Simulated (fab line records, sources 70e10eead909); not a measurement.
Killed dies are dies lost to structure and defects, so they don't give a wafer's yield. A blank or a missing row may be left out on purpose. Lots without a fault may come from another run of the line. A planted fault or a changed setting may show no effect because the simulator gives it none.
Which tool did it? | flow nand_harc | 12 lots, 36 wafers sampled, at 4 steps of a route of 1302

WHAT THE GAUGES READ, wafer by wafer
The record holds no reading of a measuring or inspecting step that can be judged against a usual standard deviation.

WHICH TOOL RAN EACH LOT (tool, then ch and the chambers of the sampled wafers, then the start)
lot  | NHARC_A_CHANNEL_HOLE_D1_ETCH_16               | NHARC_A_CHANNEL_HOLE_D1_ETCH_20  | NHARC_A_CHANNEL_FILL_D1_ALD_14   | NHARC_A_CHANNEL_FILL_D1_STRIP_28
L212 | rie_diel-07 ch 1,2,3, day 9 09:35 or earlier  | har_etch-01 ch 0,1, day 9 09:35  | ald_hk-04 ch 0,2,3, day 9 20:06  | rie_diel-09 ch 0,2,3, day 10 13:20
L214 | rie_diel-07 ch 0,2,3, day 10 06:50 or earlier | har_etch-02 ch 0, day 10 06:50   | ald_hk-04 ch 0,2,3, day 10 19:41 | rie_diel-08 ch 0,1,2, day 11 12:52
L215 | rie_diel-06 ch 1,2,3, day 10 13:31 or earlier | har_etch-01 ch 0,1, day 10 13:31 | ald_hk-04 ch 0,2,3, day 11 02:19 | rie_diel-03 ch 1,2,3, day 11 20:32
L216 | rie_diel-07 ch 0,1,2, day 10 20:56 or earlier | har_etch-02 ch 0,1, day 10 20:56 | ald_hk-04 ch 1,2,3, day 11 10:48 | rie_diel-08 ch 0,1,3, day 12 04:01
L218 | rie_diel-07 ch 1,2, day 11 15:37 or earlier   | har_etch-02 ch 0,1, day 11 15:37 | ald_hk-04 ch 1,2, day 12 06:00   | rie_diel-09 ch 0,3, day 12 23:12
L217 | rie_diel-06 ch 0,2, day 11 15:44 or earlier   | har_etch-01 ch 0,1, day 11 15:44 | ald_hk-04 ch 1,3, day 12 06:11   | rie_diel-08 ch 0,1,2, day 12 23:14
L220 | rie_diel-07 ch 0,2,3, day 12 19:43 or earlier | har_etch-01 ch 0,1, day 12 19:43 | ald_hk-04 ch 0,1,3, day 13 09:03 | rie_diel-03 ch 1,2, day 14 03:32
L228 | rie_diel-07 ch 0,3, day 16 03:56 or earlier   | har_etch-02 ch 0,1, day 16 03:56 | ald_hk-04 ch 0,1, day 16 16:48   | rie_diel-08 ch 1,2, day 17 11:04
L229 | rie_diel-07 ch 0,1,3, day 16 14:12 or earlier | har_etch-01 ch 1, day 16 14:12   | ald_hk-02 ch 0,1, day 17 02:55   | rie_diel-03 ch 1,3, day 17 21:21
L230 | rie_diel-07 ch 1,2, day 17 07:41 or earlier   | har_etch-01 ch 0,1, day 17 07:41 | ald_hk-02 ch 0,1,2, day 17 22:18 | rie_diel-03 ch 0,1,2, day 18 17:22
L231 | rie_diel-07 ch 0,1, day 17 15:55 or earlier   | har_etch-01 ch 0, day 17 15:55   | ald_hk-02 ch 2,3, day 18 04:41   | rie_diel-03 ch 1,3, day 18 22:19
L232 | rie_diel-01 ch 1,2,3, day 17 18:33 or earlier | har_etch-02 ch 0,1, day 17 18:33 | ald_hk-02 ch 0,2, day 18 04:55   | rie_diel-08 ch 0,3, day 18 22:19
- NHARC_A_CHANNEL_HOLE_D1_ETCH_16: etches the open film in O2/COS, target depth 3100 nm, time 806 s.
- NHARC_A_CHANNEL_HOLE_D1_ETCH_20: etches the open film in C4F8/O2/Ar, time 361.9 s, target depth 1600 nm.
- NHARC_A_CHANNEL_FILL_D1_ALD_14: deposits SiO2, target thk 2.5 nm, pulse time 10 s, ald cycles 25.
- NHARC_A_CHANNEL_FILL_D1_STRIP_28: strips in O2, time 20 s.

WHAT THE TOOLS THEMSELVES READ (means of the sampled wafers that have a number; where no wafer has one, the mark that the record gives instead)
NHARC_A_CHANNEL_HOLE_D1_ETCH_16.
lot  | tool        | drypump_motor_current_A (A) | oes_product_au (a.u.) | rf_vpp_V (V) | showerhead_plenum_p_Torr (Torr) | throttle_valve_pct (%)
L212 | rie_diel-07 | 5.4                         | 1.002                 | 314.8        | 3.17                            | 28.323
L214 | rie_diel-07 | 5.3                         | 1.002                 | 315.0        | 3.14                            | 28.328
L215 | rie_diel-06 | 6.4                         | 0.999                 | 314.8        | 3.15                            | 28.328
L216 | rie_diel-07 | 5.4                         | 0.996                 | 314.2        | 3.11                            | 28.321
L218 | rie_diel-07 | 5.3                         | 1.001                 | 314.5        | 3.11                            | 28.330
L217 | rie_diel-06 | 6.2                         | 1.000                 | 314.0        | 3.15                            | 28.334
L220 | rie_diel-07 | 5.3                         | 1.003                 | 315.5        | 3.14                            | 28.329
L228 | rie_diel-07 | 5.4                         | 0.993                 | 315.3        | 3.20                            | 28.323
L229 | rie_diel-07 | 5.5                         | 1.001                 | 314.0        | 3.17                            | 28.324
L230 | rie_diel-07 | 5.3                         | 1.004                 | 314.0        | 3.10                            | 28.323
L231 | rie_diel-07 | 5.7                         | 1.006                 | 315.0        | 3.14                            | 28.331
L232 | rie_diel-01 | 5.8                         | 1.002                 | 317.0        | 3.25                            | 28.324

NHARC_A_CHANNEL_HOLE_D1_ETCH_20.
lot  | tool        | drypump_motor_current_A (A) | showerhead_plenum_p_Torr (Torr) | throttle_valve_pct (%)
L212 | har_etch-01 | 5.9                         | 3.71                            | 32.149
L214 | har_etch-02 | 6.2                         | 3.75                            | 32.164
L215 | har_etch-01 | 5.6                         | 3.68                            | 32.150
L216 | har_etch-02 | 5.9                         | 3.57                            | 32.158
L218 | har_etch-02 | 5.8                         | 3.57                            | 32.161
L217 | har_etch-01 | 5.9                         | 3.70                            | 32.159
L220 | har_etch-01 | 5.9                         | 3.69                            | 32.150
L228 | har_etch-02 | 6.0                         | 3.62                            | 32.161
L229 | har_etch-01 | 5.4                         | 3.61                            | 32.144
L230 | har_etch-01 | 5.7                         | 3.63                            | 32.162
L231 | har_etch-01 | 6.1                         | 3.67                            | 32.149
L232 | har_etch-02 | 5.8                         | 3.85                            | 32.164

NHARC_A_CHANNEL_FILL_D1_ALD_14.
lot  | tool      | heater_power_w (W) | precursor_pulse_height_rel
L212 | ald_hk-04 | 493                | 1.009
L214 | ald_hk-04 | 491                | 0.987
L215 | ald_hk-04 | 486                | 1.014
L216 | ald_hk-04 | 476                | 1.023
L218 | ald_hk-04 | 445                | 0.995
L217 | ald_hk-04 | 441                | 1.008
L220 | ald_hk-04 | 467                | 1.001
L228 | ald_hk-04 | 436                | 0.996
L229 | ald_hk-02 | 562                | 0.987
L230 | ald_hk-02 | 499                | 0.995
L231 | ald_hk-02 | 413                | 1.030
L232 | ald_hk-02 | 505                | 1.006

NHARC_A_CHANNEL_FILL_D1_STRIP_28.
lot  | tool        | drypump_motor_current_A (A) | oes_product_au (a.u.) | rf_vpp_V (V) | showerhead_plenum_p_Torr (Torr) | throttle_valve_pct (%)
L212 | rie_diel-09 | 5.6                         | 1.001                 | 57.2         | 3.45                            | 17.032
L214 | rie_diel-08 | 6.2                         | 0.999                 | 57.1         | 3.39                            | 17.040
L215 | rie_diel-03 | 5.6                         | 1.004                 | 57.6         | 3.55                            | 17.032
L216 | rie_diel-08 | 6.2                         | 1.001                 | 58.0         | 3.48                            | 17.040
L218 | rie_diel-09 | 5.7                         | 0.994                 | 58.7         | 3.54                            | 17.034
L217 | rie_diel-08 | 6.2                         | 1.001                 | 57.5         | 3.39                            | 17.042
L220 | rie_diel-03 | 5.6                         | 1.001                 | 58.4         | 3.56                            | 17.031
L228 | rie_diel-08 | 6.4                         | 0.999                 | 57.3         | 3.39                            | 17.036
L229 | rie_diel-03 | 5.6                         | 1.000                 | 58.4         | 3.52                            | 17.037
L230 | rie_diel-03 | 5.9                         | 0.997                 | 58.4         | 3.52                            | 17.034
L231 | rie_diel-03 | 5.7                         | 1.002                 | 58.5         | 3.52                            | 17.025
L232 | rie_diel-08 | 5.8                         | 0.993                 | 57.3         | 3.60                            | 17.038

THE ANSWER, worked out from the rows above alone
Rule: what is usual is taken from the lots themselves. Put in order of their means at a reading, lots are off if they are a third of the lots or fewer, leave a main group of 4 or more, and stand apart from it by a gap of 3 or more times the standard deviation of the main group's means; of several such gaps the widest counts. A main group whose means are all the same, to the digits that the tables above print for the reading, isn't used. A lot without any number at a reading at which 4 lots or more have one is off too. The other lots that the step has rows for count as sound. The gauges are gone through in route order, then the tools' own readings, and for those a lot's mean is taken as printed above. The first step at which some lot is off is used, and at that step the reading that is off furthest; a lot without a number counts as furthest.
No lot is off at any reading shown: from this, nothing can be told.

WHAT THE SIMULATOR HAD PUT IN
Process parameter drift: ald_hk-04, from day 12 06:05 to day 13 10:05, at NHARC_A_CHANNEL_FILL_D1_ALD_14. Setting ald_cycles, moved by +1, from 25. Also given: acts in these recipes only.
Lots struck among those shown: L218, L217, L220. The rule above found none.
